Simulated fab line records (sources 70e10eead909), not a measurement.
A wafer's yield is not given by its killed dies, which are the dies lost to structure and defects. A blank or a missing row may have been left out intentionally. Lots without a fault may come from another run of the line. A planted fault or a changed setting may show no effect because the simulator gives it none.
Which tool was responsible? :: flow nand_harc :: 13 lots, 39 wafers sampled, at 5 steps of a route of 1302

## WHAT EACH GAUGE READ, for each wafer
NHARC_A_BLC_CD_MEAS_10: the cd target is 100 nm.
lot: L663
measured: day 21 21:37
on: cd_sem-01
cd_nm (nm): 100.2 100.8 100.8

lot: L664
measured: day 23 11:52
on: cd_sem-01
cd_nm (nm): 100.8 100.5 101.0

lot: L666
measured: day 23 16:25
on: cd_sem-02
cd_nm (nm): 99.7 100.0 99.8

lot: L668
measured: day 24 15:51
on: cd_sem-01
cd_nm (nm): 99.2 100.1 98.9

lot: L669
measured: day 25 13:31
on: cd_sem-01
cd_nm (nm): 99.1 99.6 99.5

lot: L671
measured: day 26 06:52
on: cd_sem-03
cd_nm (nm): 100.1 100.0 100.2

lot: L676
measured: day 27 20:32
on: cd_sem-01
cd_nm (nm): 100.6 99.4 99.9

lot: L678
measured: day 28 16:30
on: cd_sem-03
cd_nm (nm): 100.3 99.3 99.3

lot: L680
measured: day 29 17:49
on: cd_sem-02
cd_nm (nm): 100.6 100.1 100.7

lot: L683
measured: day 30 19:11
on: cd_sem-03
cd_nm (nm): 100.2 100.7 99.3

lot: L685
measured: day 31 01:49
on: cd_sem-03
cd_nm (nm): 99.3 98.6 99.6

lot: L684
measured: day 31 05:45
on: cd_sem-03
cd_nm (nm): 99.4 99.9 99.6

lot: L686
measured: day 32 22:37
on: cd_sem-02
cd_nm (nm): 99.1 99.0 99.8

NHARC_A_BLC_INSPECT_12.
lot: L663
measured: day 21 21:44
on: defect_inspect-02
raw_defect_count: 61 74 66

lot: L664
measured: day 23 11:59
on: defect_inspect-02
raw_defect_count: 108 119 112

lot: L666
measured: day 23 16:32
on: defect_inspect-01
raw_defect_count: 26 23 22

lot: L668
measured: day 24 15:58
on: defect_inspect-02
raw_defect_count: 66 67 73

lot: L669
measured: day 25 13:38
on: defect_inspect-01
raw_defect_count: 75 86 76

lot: L671
measured: day 26 06:59
on: defect_inspect-02
raw_defect_count: 29 33 24

lot: L676
measured: day 27 20:40
on: defect_inspect-01
raw_defect_count: 112 81 105

lot: L678
measured: day 28 16:37
on: defect_inspect-02
raw_defect_count: 57 64 71

lot: L680
measured: day 29 17:56
on: defect_inspect-01
raw_defect_count: 36 32 28

lot: L683
measured: day 30 19:18
on: defect_inspect-02
raw_defect_count: 122 113 120

lot: L685
measured: day 31 01:56
on: defect_inspect-01
raw_defect_count: 142 124 127

lot: L684
measured: day 31 05:52
on: defect_inspect-02
raw_defect_count: 18 10 15

lot: L686
measured: day 32 22:44
on: defect_inspect-02
raw_defect_count: 48 49 53

NHARC_END_SORT_01.
lot: L678
measured: day 30 15:47
on: prober-01
killed_at_array: 40 44 50
killed_at_other: 0 0 0
killed_at_periphery: 12 5 13
killed_dies: 52 49 63
killed_open: 2 3 5
killed_short: 1 3 4

## WHAT TOOL EACH LOT RAN ON (gives the tool, then ch and the chambers of the sampled wafers, and finally the start)
lot: L663
NHARC_A_BLC_ETCH_17: rie_diel-08 ch 1,3, day 21 21:58
NHARC_A_BLC_PVD_32: pvd_sputter-03, no start

lot: L664
NHARC_A_BLC_ETCH_17: rie_diel-12 ch 1,3, day 23 12:14
NHARC_A_BLC_PVD_32: pvd_sputter-01, no start

lot: L666
NHARC_A_BLC_ETCH_17: rie_diel-12 ch 0,2,3, day 23 16:46
NHARC_A_BLC_PVD_32: pvd_sputter-03, no start

lot: L668
NHARC_A_BLC_ETCH_17: rie_diel-08 ch 0,2,3, day 24 16:20
NHARC_A_BLC_PVD_32: pvd_sputter-02, no start

lot: L669
NHARC_A_BLC_ETCH_17: rie_diel-08 ch 0,2, day 25 13:54
NHARC_A_BLC_PVD_32: pvd_sputter-03, no start

lot: L671
NHARC_A_BLC_ETCH_17: rie_diel-08 ch 0,2,3, day 26 07:19
NHARC_A_BLC_PVD_32: pvd_sputter-02, no start

lot: L676
NHARC_A_BLC_ETCH_17: rie_diel-08 ch 1,2, day 27 20:54
NHARC_A_BLC_PVD_32: pvd_sputter-02, no start

lot: L678
NHARC_A_BLC_ETCH_17: rie_diel-08 ch 1,2, day 28 16:52
NHARC_A_BLC_PVD_32: pvd_sputter-03, day 30 15:47 or earlier

lot: L680
NHARC_A_BLC_ETCH_17: rie_diel-08 ch 0,1,3, day 29 18:13
NHARC_A_BLC_PVD_32: pvd_sputter-03, no start

lot: L683
NHARC_A_BLC_ETCH_17: rie_diel-12 ch 0,1,2, day 30 19:38
NHARC_A_BLC_PVD_32: pvd_sputter-01, no start

lot: L685
NHARC_A_BLC_ETCH_17: rie_diel-12 ch 1,2, day 31 02:10
NHARC_A_BLC_PVD_32: pvd_sputter-01, no start

lot: L684
NHARC_A_BLC_ETCH_17: rie_diel-12 ch 0,2,3, day 31 06:07
NHARC_A_BLC_PVD_32: pvd_sputter-01, no start

lot: L686
NHARC_A_BLC_ETCH_17: rie_diel-08 ch 1,2,3, day 32 22:59
NHARC_A_BLC_PVD_32: pvd_sputter-02, no start
- NHARC_A_BLC_ETCH_17: etches the open film in N2/H2, target depth 390 nm, time 609.38 s.
- NHARC_A_BLC_PVD_32: deposits Ti, target thk 5 nm, time 17.7 s.

## WHAT THE TOOLS THEMSELVES READ (means of the sampled wafers that have a number; where no wafer has one, the mark that the record gives instead)
NHARC_A_BLC_ETCH_17.
lot: L663
tool: rie_diel-08
chamber_pressure_mTorr (mTorr): 30.02
drypump_motor_current_A (A): 5.6
oes_product_au (a.u.): 1.006
rf_vpp_V (V): 430.8
run_length_s (s): 630.8
showerhead_plenum_p_Torr (Torr): 2.04
throttle_valve_pct (%): 14.174

lot: L664
tool: rie_diel-12
chamber_pressure_mTorr (mTorr): 30.02
drypump_motor_current_A (A): 5.7
oes_product_au (a.u.): 0.993
rf_vpp_V (V): 429.4
run_length_s (s): 630.4
showerhead_plenum_p_Torr (Torr): 1.97
throttle_valve_pct (%): 14.160

lot: L666
tool: rie_diel-12
chamber_pressure_mTorr (mTorr): 29.99
drypump_motor_current_A (A): 5.8
oes_product_au (a.u.): 1.002
rf_vpp_V (V): 429.8
run_length_s (s): 630.8
showerhead_plenum_p_Torr (Torr): 2.02
throttle_valve_pct (%): 14.171

lot: L668
tool: rie_diel-08
chamber_pressure_mTorr (mTorr): 30.00
drypump_motor_current_A (A): 5.5
oes_product_au (a.u.): 1.004
rf_vpp_V (V): 430.4
run_length_s (s): 630.9
showerhead_plenum_p_Torr (Torr): 2.03
throttle_valve_pct (%): 14.172

lot: L669
tool: rie_diel-08
chamber_pressure_mTorr (mTorr): 30.00
drypump_motor_current_A (A): 5.3
oes_product_au (a.u.): 1.006
rf_vpp_V (V): 429.5
run_length_s (s): 630.5
showerhead_plenum_p_Torr (Torr): 2.04
throttle_valve_pct (%): 14.176

lot: L671
tool: rie_diel-08
chamber_pressure_mTorr (mTorr): 29.96
drypump_motor_current_A (A): 5.6
oes_product_au (a.u.): 0.998
rf_vpp_V (V): 429.7
run_length_s (s): 630.8
showerhead_plenum_p_Torr (Torr): 2.03
throttle_valve_pct (%): 14.180

lot: L676
tool: rie_diel-08
chamber_pressure_mTorr (mTorr): 29.99
drypump_motor_current_A (A): 5.1
oes_product_au (a.u.): 1.012
rf_vpp_V (V): 426.3
run_length_s (s): 631.1
showerhead_plenum_p_Torr (Torr): 1.91
throttle_valve_pct (%): 14.165

lot: L678
tool: rie_diel-08
chamber_pressure_mTorr (mTorr): 29.98
drypump_motor_current_A (A): 5.3
oes_product_au (a.u.): 1.012
rf_vpp_V (V): 426.7
run_length_s (s): 612.0
showerhead_plenum_p_Torr (Torr): 1.89
throttle_valve_pct (%): 14.163

lot: L680
tool: rie_diel-08
chamber_pressure_mTorr (mTorr): 30.00
drypump_motor_current_A (A): 5.4
oes_product_au (a.u.): 0.997
rf_vpp_V (V): 429.9
run_length_s (s): 612.0
showerhead_plenum_p_Torr (Torr): 2.04
throttle_valve_pct (%): 14.175

lot: L683
tool: rie_diel-12
chamber_pressure_mTorr (mTorr): 30.01
drypump_motor_current_A (A): 5.9
oes_product_au (a.u.): 1.007
rf_vpp_V (V): 429.4
run_length_s (s): 631.1
showerhead_plenum_p_Torr (Torr): 2.02
throttle_valve_pct (%): 14.169

lot: L685
tool: rie_diel-12
chamber_pressure_mTorr (mTorr): 30.00
drypump_motor_current_A (A): 5.5
oes_product_au (a.u.): 1.005
rf_vpp_V (V): 429.1
run_length_s (s): 630.9
showerhead_plenum_p_Torr (Torr): 2.00
throttle_valve_pct (%): 14.173

lot: L684
tool: rie_diel-12
chamber_pressure_mTorr (mTorr): 30.02
drypump_motor_current_A (A): 5.8
oes_product_au (a.u.): 1.000
rf_vpp_V (V): 429.2
run_length_s (s): 631.0
showerhead_plenum_p_Torr (Torr): 2.01
throttle_valve_pct (%): 14.162

lot: L686
tool: rie_diel-08
chamber_pressure_mTorr (mTorr): 30.01
drypump_motor_current_A (A): 5.5
oes_product_au (a.u.): 1.004
rf_vpp_V (V): 428.3
run_length_s (s): 630.7
showerhead_plenum_p_Torr (Torr): 1.96
throttle_valve_pct (%): 14.181

NHARC_A_BLC_PVD_32.
lot: L663
tool: pvd_sputter-03
throttle_valve_pct (%): 29.6

lot: L664
tool: pvd_sputter-01
throttle_valve_pct (%): 29.8

lot: L666
tool: pvd_sputter-03
throttle_valve_pct (%): 29.8

lot: L668
tool: pvd_sputter-02
throttle_valve_pct (%): 30.3

lot: L669
tool: pvd_sputter-03
throttle_valve_pct (%): 29.8

lot: L671
tool: pvd_sputter-02
throttle_valve_pct (%): 30.9

lot: L676
tool: pvd_sputter-02
throttle_valve_pct (%): 30.6

lot: L678
tool: pvd_sputter-03
throttle_valve_pct (%): 29.7

lot: L680
tool: pvd_sputter-03
throttle_valve_pct (%): 29.7

lot: L683
tool: pvd_sputter-01
throttle_valve_pct (%): 29.7

lot: L685
tool: pvd_sputter-01
throttle_valve_pct (%): 29.6

lot: L684
tool: pvd_sputter-01
throttle_valve_pct (%): 29.6

lot: L686
tool: pvd_sputter-02
throttle_valve_pct (%): 30.2

## THE ANSWER, worked out from the rows above alone
Rule: usual is defined by the lots themselves. The widest of any qualifying gaps counts: lots, ordered by their means at a reading, are off when they make up no more than a third of the lots, leave a main group of 4 or more, and stand apart from it by 3 or more times the standard deviation of that group's means. If all means in a main group match to the digits the tables above print for the reading, that group is not used. A lot without any number at a reading at which 4 lots or more have one is off too. All remaining lots with rows at the step are treated as sound. After the gauges, taken in route order, come the tools' own readings; for these a lot's mean is taken, as printed above. At the first step where some lot is off, the reading lying furthest off is the one used; lots without a number count as furthest.
Off: L678, L680, at NHARC_A_BLC_ETCH_17 (run_length_s). For the main group the mean is 630.8 s and the standard deviation 0.21.
A tool fits if, at that step or a process step before it, it ran every lot that is off, and no sound lot after the first of them. None of those tried fits.

## WHAT WAS PUT IN BY THE SIMULATOR
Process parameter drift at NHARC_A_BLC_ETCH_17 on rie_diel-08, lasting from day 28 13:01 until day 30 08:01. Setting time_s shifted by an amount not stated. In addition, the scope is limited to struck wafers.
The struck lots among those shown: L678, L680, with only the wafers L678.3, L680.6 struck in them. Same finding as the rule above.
